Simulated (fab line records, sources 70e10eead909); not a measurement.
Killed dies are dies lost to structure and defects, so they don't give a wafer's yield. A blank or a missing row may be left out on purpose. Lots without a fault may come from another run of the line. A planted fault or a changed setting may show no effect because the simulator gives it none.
Tool commonality check | flow nand_harc | 3 lots, 9 wafers sampled

WHY IT WAS OPENED
At NHARC_END_SORT_01 the reading killed_at_periphery is flagged on 3 of 3 lots. Wafers without a fault read 3.8, standard deviation 2.6.
Rule: a lot is flagged when every wafer of it that has a number lies more than 4 standard deviations from that mean, or none has a number. The other lots count as sound.

lot  | measured     | on        | killed_at_periphery, wafer by wafer | flag
L568 | day 30 04:48 | prober-02 | 95 92 90                            | FLAGGED
L569 | day 30 06:22 | prober-01 | 98 52 91                            | FLAGGED
L570 | day 30 12:34 | prober-01 | 98 52 93                            | FLAGGED
The numbers of the flagged lots are 84.6 on average: +80.8 against the usual, or +31 standard deviations.

WHICH TOOL RAN EACH LOT
The record holds 3 process steps before the reading, out of a route of 1302 steps. In each cell: the tool, then ch and the chambers that the sampled wafers went through, then the start.
lot  | flag    | NHARC_P_M1_ETCH_15                 | NHARC_A_BONDPAD_STRIP_15           | NHARC_THIN_TSV_CMP_21
L568 | FLAGGED | rie_diel-10 ch 2,3, day 12 05:46   | rie_diel-09 ch 1,2, day 28 22:23   | cmp-04 ch 0,1,3, day 29 19:20
L569 | FLAGGED | rie_diel-10 ch 0,1,3, day 12 05:12 | rie_diel-13 ch 0,2,3, day 28 18:17 | cmp-04 ch 0,1,3, day 29 16:53
L570 | FLAGGED | rie_diel-10 ch 0,2,3, day 12 21:57 | rie_diel-09 ch 0,1,2, day 28 19:36 | cmp-04 ch 2,3, day 29 15:58
What these steps do:
- NHARC_P_M1_ETCH_15: etches the open film in C4F8/Ar, target depth 182.5 nm, time 91.2 s.
- NHARC_A_BONDPAD_STRIP_15: strips in O2.
- NHARC_THIN_TSV_CMP_21: polishes, t overpolish 30 s, target thk 2000 nm.
- NHARC_END_SORT_01

FLAGGED OVER TOTAL, TOOL BY TOOL (the gauges that took the reading come last)
step                     | tool        | lots run | flagged | share of the flagged lots | sound lots run after its first flagged lot
NHARC_P_M1_ETCH_15       | rie_diel-10 | 3        | 3       | all                       | 0
NHARC_A_BONDPAD_STRIP_15 | rie_diel-09 | 2        | 2       | some                      | 0
NHARC_A_BONDPAD_STRIP_15 | rie_diel-13 | 1        | 1       | some                      | 0
NHARC_THIN_TSV_CMP_21    | cmp-04      | 3        | 3       | all                       | 0
NHARC_END_SORT_01        | prober-01   | 2        | 2       | some                      | 0
NHARC_END_SORT_01        | prober-02   | 1        | 1       | some                      | 0

WHAT THE TABLE ALLOWS
2 rows of the table ran every flagged lot: rie_diel-10 at NHARC_P_M1_ETCH_15, cmp-04 at NHARC_THIN_TSV_CMP_21.
- rie_diel-10 at NHARC_P_M1_ETCH_15: 3 of its 3 lots flagged. It ran no sound lot before its first flagged lot in this sample, so the start can't be narrowed down.
- cmp-04 at NHARC_THIN_TSV_CMP_21: 3 of its 3 lots flagged. It ran no sound lot before its first flagged lot in this sample, so the start can't be narrowed down.
Counting lots can't tell these 2 tools apart, because each fits a fault that began at some hour. More lots, or a look at what each step does to the wafer, might.

WHAT THE SIMULATOR HAD PUT IN
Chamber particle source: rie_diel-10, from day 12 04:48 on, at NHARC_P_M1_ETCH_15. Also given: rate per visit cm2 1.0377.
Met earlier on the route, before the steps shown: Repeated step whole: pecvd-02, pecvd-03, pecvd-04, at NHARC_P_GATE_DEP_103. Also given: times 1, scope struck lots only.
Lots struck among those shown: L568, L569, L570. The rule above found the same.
